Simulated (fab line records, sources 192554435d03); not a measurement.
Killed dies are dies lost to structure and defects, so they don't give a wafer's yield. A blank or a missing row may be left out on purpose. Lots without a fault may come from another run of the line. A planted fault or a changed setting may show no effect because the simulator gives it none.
Chamber matching | flow n5_finfet | N5_BEOL_M2_PRE_CLEAN_60 on cvd_co-02: 3 sister chambers
The step time 15 s. 3 wafers are shown with their chamber, then 12 later ones without.

WAFERS WITH THEIR CHAMBER
wafer  | chamber | heater_power_w (W)
L087.6 | 2       | 80
L090.4 | 0       | 77
L090.6 | 1       | 86

WAFERS WITHOUT THEIR CHAMBER
wafer  | heater_power_w (W)
L091.1 | 75
L091.3 | 83
L091.4 | 81
L092.2 | 89
L092.4 | 88
L092.6 | 76
L095.1 | 83
L095.2 | 74
L095.4 | 77
L097.2 | 82
L097.3 | 76
L097.6 | 88

WHICH CHAMBER EACH WENT THROUGH
wafer  | from the rows above          | in truth
L091.1 | can't be placed: 0 or 2      | 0
L091.3 | can't be placed: 1 or 2 or 0 | 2
L091.4 | can't be placed: 2 or 0 or 1 | 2
L092.2 | 1                            | 1
L092.4 | 1                            | 1
L092.6 | can't be placed: 0 or 2      | 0
L095.1 | can't be placed: 1 or 2 or 0 | 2
L095.2 | can't be placed: 0 or 2      | 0
L095.4 | can't be placed: 0 or 2      | 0
L097.2 | can't be placed: 2 or 1 or 0 | 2
L097.3 | can't be placed: 0 or 2      | 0
L097.6 | 1                            | 1
Placed correctly: 3 of 12. Can't be placed from these rows: 9 (the true chamber is among the candidates in 9). Placed wrongly: 0.
How it was worked out, from the rows above alone: a wafer's distance from a chamber is the root of the sum, over the readings, of the square of ((its reading less the chamber's mean) divided by the reading's scatter). The wafer belongs to the nearest chamber; if the next one is less than 2 further off, it can't be placed. A chamber's mean is the mean of its shown wafers. The scatter: with one shown wafer a chamber, the root of the mean of the squares of how far each hidden wafer lies from its nearest shown one.
